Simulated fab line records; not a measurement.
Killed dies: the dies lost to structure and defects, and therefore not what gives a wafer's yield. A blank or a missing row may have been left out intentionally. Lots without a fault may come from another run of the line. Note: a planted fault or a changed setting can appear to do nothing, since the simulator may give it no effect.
Split-lot experiment / flow n5 finfet / 7 lots, 21 wafers read, on a route of 1938 steps

## SPLIT DETAILS
At N5_BEOL_M15_EXPOSE_07 (exposes mask V14), the setting dose mj was moved away from the recipe's 41.25 on 6 of the 21 wafers read, by -6.3% to +7.0%. This setting was run at the recipe's value on the other wafers.

## FROM THE SPLIT TO THE READING: what the file shows between them, 11 steps
- N5_BEOL_M15_PEB_08: peb time 90 s
- N5_BEOL_M15_DEVELOP_09: develop time 45 s
- N5_BEOL_M15_HARDBAKE_14: time 120 s
- N5_BEOL_M15_CD_MEAS_10: target cd 360 nm
- N5_BEOL_M15_DESCUM_15: chemistry O2, time 7.9 s
- N5_BEOL_M15_ETCH_59: etches BARC in N2/H2, target depth 89 nm, overetch 26.7 nm, time 67.9 s
- N5_BEOL_M15_VIA_ETCH_16: etches SiO2 in C4F8/O2/Ar, target depth 1792.2 nm
- N5_BEOL_M15_STRIP_63: strips in O2
- N5_BEOL_M15_STRIP_64: strips in O2
- N5_BEOL_M15_STRIP_65: strips in post etch residue remover, time 60 s
- N5_BEOL_M15_SRD_66: time 30 s, dry time 30 s

## THE READING
cd nm at N5_BEOL_M15_CD_MEAS_17, given in nm (cd target 360 nm). Typical for fault-free wafers on this fab line: 360.9 nm, with standard deviation 1.8 nm.

wafer=L075.2; tool, chamber at the split=krf scanner-02, 0; dose mj as run=44.12; against the recipe=+7.0%; cd nm, nm=372.4; against lot-mates on the recipe=+13.9
wafer=L075.3; tool, chamber at the split=krf scanner-02, 0; dose mj as run=41.25; against the recipe=recipe; cd nm, nm=358.5; against lot-mates on the recipe=-
wafer=L075.5; tool, chamber at the split=krf scanner-02, 0; dose mj as run=44.12; against the recipe=+7.0%; cd nm, nm=370.1; against lot-mates on the recipe=+11.6
wafer=L085.1; tool, chamber at the split=krf scanner-01, 0; dose mj as run=41.25; against the recipe=recipe; cd nm, nm=361.9; against lot-mates on the recipe=-
wafer=L085.4; tool, chamber at the split=krf scanner-01, 0; dose mj as run=41.25; against the recipe=recipe; cd nm, nm=366.8; against lot-mates on the recipe=-
wafer=L085.6; tool, chamber at the split=krf scanner-01, 0; dose mj as run=41.25; against the recipe=recipe; cd nm, nm=366.1; against lot-mates on the recipe=-
wafer=L084.3; tool, chamber at the split=krf scanner-01, 0; dose mj as run=41.25; against the recipe=recipe; cd nm, nm=363.5; against lot-mates on the recipe=-
wafer=L084.5; tool, chamber at the split=krf scanner-01, 0; dose mj as run=41.25; against the recipe=recipe; cd nm, nm=360.0; against lot-mates on the recipe=-
wafer=L084.6; tool, chamber at the split=krf scanner-01, 0; dose mj as run=39.3; against the recipe=-4.7%; cd nm, nm=355.9; against lot-mates on the recipe=-5.9
wafer=L090.3; tool, chamber at the split=krf scanner-02, 0; dose mj as run=41.25; against the recipe=recipe; cd nm, nm=362.2; against lot-mates on the recipe=-
wafer=L090.4; tool, chamber at the split=krf scanner-02, 0; dose mj as run=41.25; against the recipe=recipe; cd nm, nm=362.9; against lot-mates on the recipe=-
wafer=L090.5; tool, chamber at the split=krf scanner-02, 0; dose mj as run=41.25; against the recipe=recipe; cd nm, nm=364.2; against lot-mates on the recipe=-
wafer=L096.2; tool, chamber at the split=krf scanner-02, 0; dose mj as run=41.25; against the recipe=recipe; cd nm, nm=363.8; against lot-mates on the recipe=-
wafer=L096.3; tool, chamber at the split=krf scanner-02, 0; dose mj as run=38.64; against the recipe=-6.3%; cd nm, nm=349.5; against lot-mates on the recipe=-14.3
wafer=L096.5; tool, chamber at the split=krf scanner-02, 0; dose mj as run=38.64; against the recipe=-6.3%; cd nm, nm=352.1; against lot-mates on the recipe=-11.7
wafer=L093.3; tool, chamber at the split=krf scanner-01, 0; dose mj as run=41.25; against the recipe=recipe; cd nm, nm=362.3; against lot-mates on the recipe=-
wafer=L093.4; tool, chamber at the split=krf scanner-01, 0; dose mj as run=40.43; against the recipe=-2.0%; cd nm, nm=356.6; against lot-mates on the recipe=-4.0
wafer=L093.5; tool, chamber at the split=krf scanner-01, 0; dose mj as run=41.25; against the recipe=recipe; cd nm, nm=358.9; against lot-mates on the recipe=-
wafer=L092.1; tool, chamber at the split=krf scanner-02, 0; dose mj as run=41.25; against the recipe=recipe; cd nm, nm=362.8; against lot-mates on the recipe=-
wafer=L092.3; tool, chamber at the split=krf scanner-02, 0; dose mj as run=41.25; against the recipe=recipe; cd nm, nm=363.2; against lot-mates on the recipe=-
wafer=L092.4; tool, chamber at the split=krf scanner-02, 0; dose mj as run=41.25; against the recipe=recipe; cd nm, nm=359.9; against lot-mates on the recipe=-

FIT RESULTS
A straight line over all 21 wafers: cd nm changes by +1.53 nm for each +1% of dose mj; r = +0.90; the points scatter about the line by 2.3 nm.
The same after taking each lot's own level away (the mean of its wafers on the recipe; 21 wafers): +1.86 nm for each +1%; r = +0.96; scatter 1.7 nm.
According to that fit, moving dose mj by its largest amount changes the reading by 13 nm.
From 358.50 to 364.93 nm: that is the span of the lots' own levels, equal to 3.6 times the standard deviation above.
Thus the slope moves with the lot-to-lot level: the two fits are different.
Check: for one of the wafers moved furthest among these (+7.0%), held out of the fit, the line's prediction against its lot-mates is +12.5 nm. It came out at +13.9 nm against them.

## THE WHOLE CHAIN: every reading that the file lists as answering this split, in the file's order
step=N5_BEOL_M15_CD_MEAS_10; what it does=target cd 360 nm; reading=cd nm; change (the file's fit)=+1.65 nm for each +1% of the setting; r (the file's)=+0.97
step=N5_BEOL_M15_CD_MEAS_17; what it does=target cd 360 nm; reading=cd nm; change (the file's fit)=+1.8 nm for each +1% of the setting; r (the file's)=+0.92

## FILE'S OWN FIT
cd nm changes by +1.8 nm for each +1% of dose mj, r = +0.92.
